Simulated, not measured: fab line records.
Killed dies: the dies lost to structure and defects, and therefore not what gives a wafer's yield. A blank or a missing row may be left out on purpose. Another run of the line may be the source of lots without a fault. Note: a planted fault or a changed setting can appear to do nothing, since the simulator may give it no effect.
Split-lot study -- flow n5 finfet -- 21 wafers read from 7 lots, route of 1938 steps

## ABOUT THE SPLIT
At N5_BEOL_M11_TRENCH_ETCH_37 (etches SiCOH lowk in C4F6/O2, target depth 148.83 nm, time 48 s), the setting time s was moved away from the recipe's 48 s on 5 of the 21 wafers read, by -16.8% to +19.8%. All remaining wafers had this setting at the recipe value.

## FROM THE SPLIT TO THE READING: what the file shows between them, 12 steps
- N5_BEOL_M11_ETCH_41: etches SiCN in CH3F/O2, target depth 42.6 nm, time 86 s
- N5_BEOL_M11_STRIP_77: strips in N2/H2, time 10 s
- N5_BEOL_M11_OCD_MEAS_38
- N5_BEOL_M11_ALD_74: deposits TaN, target thk 2 nm, pulse time 2 s, purge time 3 s (also split here: ald cycles)
- N5_BEOL_M11_SURFACE_TREAT_76
- N5_BEOL_M11_CVD_75: deposits Co from CCTBA/H2, target thk 2 nm, time 138.9 s
- N5_BEOL_M11_ECD_50: material Cu, target thk 318 nm
- N5_BEOL_M11_ANNEAL_51: time 90 s
- N5_BEOL_M11_CMP_52: polishes, stops on SiCOH lowk, t overpolish 7 s, target thk 140 nm
- N5_BEOL_M11_THK_MEAS_53: measures by xrf
- N5_BEOL_M11_PRE_CLEAN_55: time 15 s
- N5_BEOL_M11_DEP_56: deposits SiCN from 3MS/NH3, target thk 30 nm, time 10.5 s

## THE READING
Measured at N5_BEOL_M11_RS_MEAS_57 by four-point probe: M11_RS, in ohm/sq. Fault-free wafers of this fab line usually give 0.152 ohm/sq, standard deviation 0.0045 ohm/sq.

wafer,"tool, chamber at the split","time s as run, s",against the recipe,"M11_RS, ohm/sq",against lot-mates on the recipe
L075.1,"rie diel-05, 3",48,recipe,0.157,-
L075.4,"rie diel-05, 2",57.48,+19.8%,0.131,-0.025
L075.5,"rie diel-05, 3",48,recipe,0.155,-
L076.1,"rie diel-06, 3",48,recipe,0.144,-
L076.2,"rie diel-06, 1",44.21,-7.9%,0.171,+0.020
L076.5,"rie diel-06, 0",48,recipe,0.158,-
L081.1,"rie diel-06, 0",54.2,+12.9%,0.136,-0.011
L081.2,"rie diel-06, 3",48,recipe,0.147,-
L081.4,"rie diel-06, 1",54.2,+12.9%,0.131,-0.016
L086.2,"rie diel-03, 2",48,recipe,0.149,-
L086.3,"rie diel-03, 3",48,recipe,0.150,-
L086.4,"rie diel-03, 0",48,recipe,0.152,-
L085.1,"rie diel-06, 1",48,recipe,0.150,-
L085.4,"rie diel-06, 2",48,recipe,0.147,-
L085.5,"rie diel-06, 3",48,recipe,0.144,-
L088.2,"rie diel-06, 2",48,recipe,0.149,-
L088.4,"rie diel-06, 0",48,recipe,0.155,-
L088.5,"rie diel-06, 3",48,recipe,0.146,-
L095.4,"rie diel-06, 0",48,recipe,0.160,-
L095.5,"rie diel-06, 2",48,recipe,0.148,-
L095.6,"rie diel-06, 3",39.93,-16.8%,0.187,+0.033

FIT RESULTS
A straight line over all 21 wafers: M11_RS changes by -0.00153 ohm/sq for each +1% of time s; r = -0.89; the points scatter about the line by 0.0058 ohm/sq.
The same after taking each lot's own level away (the mean of its wafers on the recipe; 21 wafers): -0.00148 ohm/sq for each +1%; r = -0.92; scatter 0.0047 ohm/sq.
On that fit, the largest move of time s shifts the reading by 0.029 ohm/sq.
The lots' own levels span 0.1470 to 0.1560 ohm/sq, that is 2.0 times the standard deviation above.
So the lot-to-lot level changes the slope little: the two slopes agree.
Check: with one of the wafers moved furthest among these (+19.8%) left out of the fit, the line predicts -0.0295 ohm/sq for it against its lot-mates. It came out at -0.025 ohm/sq against them.

## OTHER SPLITS ON THESE WAFERS
Other splits were also applied to these wafers ahead of the reading. Each is held against what the fit with the lots' levels taken away leaves over:
other split on the same wafers,wafers away from the commonest value,r with M11_RS (lot level and that fit taken away)
N5_BEOL_M11_ALD_74 ald cycles,10,+0.10

## THE WHOLE CHAIN: every reading that the file lists as answering this split, in the file's order
step,what it does,reading,change (the file's fit),r (the file's)
N5_BEOL_M11_TRENCH_ETCH_37,"etches SiCOH lowk in C4F6/O2, target depth 148.83 nm, time 48 s","etch.depth nm (the simulator's own value, which no gauge read)",+1.18 nm for each +1% of the setting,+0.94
N5_BEOL_M11_TRENCH_ETCH_37,"etches SiCOH lowk in C4F6/O2, target depth 148.83 nm, time 48 s","BEOL_M11.feature depth nm (the simulator's own value, which no gauge read)",+1.18 nm for each +1% of the setting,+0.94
N5_BEOL_M11_OCD_MEAS_38,,trench depth nm,+1.19 nm for each +1% of the setting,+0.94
N5_BEOL_M11_CMP_52,"polishes, stops on SiCOH lowk, t overpolish 7 s, target thk 140 nm","Cu_of_BEOL_M11_ECD_50.thk nm (the simulator's own value, which no gauge read)",+1.26 nm for each +1% of the setting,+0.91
N5_BEOL_M11_THK_MEAS_53,measures by xrf,M11_THK,+1.27 for each +1% of the setting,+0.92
N5_BEOL_M11_RS_MEAS_57,measures by four-point-probe,M11_RS,-0.00154 for each +1% of the setting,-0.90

## FILE'S OWN FIT
M11_RS changes by -0.00154 ohm/sq for each +1% of time s, r = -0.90.
